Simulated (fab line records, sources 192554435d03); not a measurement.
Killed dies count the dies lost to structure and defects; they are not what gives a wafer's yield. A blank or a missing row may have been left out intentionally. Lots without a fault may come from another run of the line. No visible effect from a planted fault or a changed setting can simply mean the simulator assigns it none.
fab line records	flow n5_finfet
[record] lots = 6	wafers = 18	last_day = 19
route steps=1938 shown FIN_SAQP@148 FIN_CUT@154
lots that met no fault: taken from a fault-free run of the same line
start_h: hours from the record's first day to the start of the lot's first wafer shown	wait_h: hours elapsed since this lot's preceding step	" repeats the value in the row above	L1.1+2: several wafers, shown together as one row	- either no value or no given start	* or withheld: withheld	< > ~ a bound
route shown NAME@n: a module of which the file shows steps, and the number in the route of the first	usual: mean/standard deviation taken from wafers without a fault	same: alike in all rows	chamber/n: place in a boat	sites: per-site readings	_std_site: standard deviation across them	_edge_site: inner sites' mean taken away from outer sites' mean	radius_mm: for every site, how far away it sits from the centre of the wafer	mask NAME#n: copy n	behind: the last tool/chamber to shape the wafer	hold: why the lot went on hold/how many hours it stayed there/how the hold came to an end	device: the n, p or np transistor that did not switch	end of line: the tests these same wafers got at the end of their route	where a step has no rows: the recipe by itself	killed: count of dies lost to structure and defects at first sort (not the wafer's yield)	map: a wafer's dies, marking killed ones x, the rest . and places with no die _
set.NAME: the setting the step ran with; set.NAME@STEP: the setting that earlier step ran with	model.NAME: the simulator's own value behind a step, which no gauge read
certain route steps with their lots: each step a table, each wafer a row
services: a tool's chamber out of use, with start hour (start_h, from the record's first day; less than 0 if before it), hours out, and reason
[[steps]]
[step N5_FIN_SAQP_CD_MEAS_37]
[recipe] target_cd_nm = 8	polarity = line
[usual] cd_nm = 8.12/0.27
lot.wafer	tool	chamber	start_h	wait_h	cd_nm
L342.1	cd_sem-01	-	26.69	0.1	7.83
L342.2	"	-	"	"	8.30
L342.4	"	-	"	"	8.73
L349.3	cd_sem-02	-	68.07	0.1	8.31
L349.4	"	-	"	"	7.99
L349.6	"	-	"	"	8.01
L356.1	cd_sem-02	-	111.65	0.1	8.25
L356.2	"	-	"	"	8.54
L356.4	"	-	"	"	7.96
L357.2	cd_sem-01	-	115.56	0.1	8.12
L357.4	"	-	"	"	7.87
L357.5	"	-	"	"	8.20
L358.2	cd_sem-03	-	124.19	0.1	8.29
L358.4	"	-	"	"	7.87
L358.6	"	-	"	"	8.59
L365.2	cd_sem-02	-	164.02	0.1	7.74
L365.4	"	-	"	"	7.97
L365.5	"	-	"	"	8.11
[step N5_FIN_SAQP_PRECLEAN_38]
[recipe] chemistry = O3/DIW	time_s = 45	temp_c = 22	o3_ppm = 10
[step N5_FIN_SAQP_PRECLEAN_45]
[recipe] chemistry = dHF	time_s = 10	dilution = 500:1	temp_c = 25
[step N5_FIN_SAQP_SRD_39]
[recipe] dry = ipa_marangoni	time_s = 30	temp_c = 23	rinse_liquid = diw
[step N5_FIN_SAQP_OCD_MEAS_76]
[usual] trench_depth_nm = 119.1/1.6
lot.wafer	tool	chamber	start_h	wait_h	trench_depth_nm
L342.1	ocd-01	-	26.79	0.0	121.3
L342.2	"	-	"	"	120.1
L342.4	"	-	"	"	119.2
L349.3	ocd-01	-	68.17	0.0	117.2
L349.4	"	-	"	"	119.3
L349.6	"	-	"	"	118.8
L356.1	ocd-01	-	111.75	0.0	121.8
L356.2	"	-	"	"	117.2
L356.4	"	-	"	"	118.4
L357.2	ocd-01	-	115.66	0.0	118.0
L357.4	"	-	"	"	118.7
L357.5	"	-	"	"	118.2
L358.2	ocd-02	-	124.35	0.0	119.8
L358.4	"	-	"	"	118.0
L358.6	"	-	"	"	119.0
L365.2	ocd-02	-	164.12	0.0	117.5
L365.4	"	-	"	"	118.5
L365.5	"	-	"	"	116.6
[step N5_FIN_SAQP_INSPECT_40]
[recipe] inspect_instrument = brightfield	mode = aei
[usual] raw_defect_count = 251/81
lot.wafer	tool	chamber	start_h	wait_h	raw_defect_count
L342.1	defect_inspect-01	-	26.82	0.0	204
L342.2	"	-	"	"	172
L342.4	"	-	"	"	261
L349.3	defect_inspect-01	-	68.21	0.0	298
L349.4	"	-	"	"	244
L349.6	"	-	"	"	223
L356.1	defect_inspect-01	-	111.78	0.0	243
L356.2	"	-	"	"	190
L356.4	"	-	"	"	213
L357.2	defect_inspect-01	-	115.69	0.0	124
L357.4	"	-	"	"	270
L357.5	"	-	"	"	247
L358.2	defect_inspect-01	-	124.38	0.0	247
L358.4	"	-	"	"	334
L358.6	"	-	"	"	283
L365.2	defect_inspect-02	-	164.15	0.0	237
L365.4	"	-	"	"	222
L365.5	"	-	"	"	204
[step N5_FIN_CUT_COAT_18]
[recipe] resist = SOC	temp_c = 250	time_s = 60	spin_rpm = 1500	resist_thk_nm = 230
[step N5_FIN_CUT_COAT_19]
[recipe] resist = SiARC	temp_c = 220	time_s = 60	spin_rpm = 1500	resist_thk_nm = 20
[step N5_FIN_CUT_COAT_29]
[recipe] resist = underlayer	temp_c = 205	time_s = 60	spin_rpm = 1500	resist_thk_nm = 10
[step N5_FIN_CUT_COAT_02]
[recipe] resist = CAR-EUV	spin_rpm = 1500	resist_thk_nm = 30
[step N5_FIN_CUT_EBR_04]
[recipe] solvent = PGMEA	ebr_width_mm = 1.5
[step N5_FIN_CUT_SOFTBAKE_03]
[recipe] temp_c = 110	time_s = 60	resist = CAR-EUV
[step N5_FIN_CUT_EXPOSE_05]
[recipe] mask_id = FIN_CUT	na = 0.33	source_shape = annular	sigma_inner = 0.35	sigma_outer = 0.8	polarization = unpolarized	dose_mj = 45.75
[usual] exposure_dose_mJ_cm2 = 45.70/0.05	focus_offset_nm = -0.1/0.54	reticle_temp_C = 22.98/0.11	stage_msd_nm = 0.79/0.069
lot.wafer	tool	chamber	start_h	wait_h	mask	exposure_dose_mJ_cm2	focus_offset_nm	reticle_temp_C	stage_msd_nm
L342.1	euv_scanner-02	0	27.02	-	FIN_CUT#0	45.76	-0.6	23.10	0.87
L342.2	"	0	"	"	FIN_CUT#0	45.73	-0.8	23.00	0.86
L342.4	"	0	"	"	FIN_CUT#0	45.73	-0.2	23.01	0.86
L349.3	euv_scanner-01	0	68.52	-	FIN_CUT#0	45.64	0.3	22.86	0.71
L349.4	"	0	"	"	FIN_CUT#0	45.65	0.2	22.97	0.71
L349.6	"	0	"	"	FIN_CUT#0	45.62	0.7	23.15	0.71
L356.1	euv_scanner-01	-	112.07	-	FIN_CUT#0	-	-	-	-
L356.2	"	-	"	"	FIN_CUT#0	-	-	-	-
L356.4	"	-	"	"	FIN_CUT#0	-	-	-	-
L357.2	euv_scanner-01	-	115.87	-	FIN_CUT#0	-	-	-	-
L357.4	"	-	"	"	FIN_CUT#0	-	-	-	-
L357.5	"	-	"	"	FIN_CUT#0	-	-	-	-
L358.2	euv_scanner-02	0	124.68	-	FIN_CUT#0	45.55	0.4	23.10	0.87
L358.4	"	0	"	"	FIN_CUT#0	45.70	-0.2	23.24	0.87
L358.6	"	0	"	"	FIN_CUT#0	45.62	0.3	23.00	0.87
L365.2	euv_scanner-01	0	164.45	-	FIN_CUT#0	45.76	0.1	22.94	0.75
L365.4	"	0	"	"	FIN_CUT#0	45.67	0.1	22.98	0.75
L365.5	"	0	"	"	FIN_CUT#0	45.74	0.3	23.04	0.75
[step N5_FIN_CUT_PEB_06]
[recipe] peb_temp_c = 100	peb_time_s = 60	resist = CAR-EUV
[[services]]
tool	chamber	start_h	hours	kind
euv_scanner-01	-	7.54	0.5	repair
euv_scanner-01	-	20.10	0.3	repair
euv_scanner-01	-	25.87	4.6	pm
euv_scanner-01	-	36.98	0.7	repair
euv_scanner-01	-	45.85	6.8	repair
euv_scanner-01	-	52.68	1.0	pm
euv_scanner-02	-	53.69	1.0	pm
euv_scanner-01	-	79.43	6.2	pm
euv_scanner-02	-	93.06	4.6	pm
euv_scanner-01	-	104.69	1.0	pm
euv_scanner-02	-	105.70	1.0	pm
euv_scanner-02	-	143.84	2.0	repair
euv_scanner-01	-	160.84	1.0	pm
euv_scanner-02	-	161.88	1.0	pm
[[key]]
[first_sign] step = N5_FIN_CUT_EXPOSE_05	reading = tool_record	direction = missing
effect none on later readings
met_at N5_FIN_CUT_EXPOSE_05
struck_wafers L356.1,L356.2,L356.4,L357.2,L357.4,L357.5
later_rows_left_out L356.1,L356.2,L356.4,L357.2,L357.4,L357.5
sort_left_out L356.1,L356.2,L356.4,L357.2,L357.4,L357.5
onset_between 68.52 112.07
[fault] kind = skipped_step_whole	tool = euv_scanner-01	chamber = -	onset_h = 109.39	steps = N5_FIN_CUT_EXPOSE_05	scope = struck_lots_only
// sort_left_out: the simulated sort isn't trusted on such a fault, so these wafers' sort isn't shown, and their yield isn't known
// later_rows_left_out: the simulator's readings of these wafers behind a module that went badly wrong aren't trusted and aren't shown, but for the sort
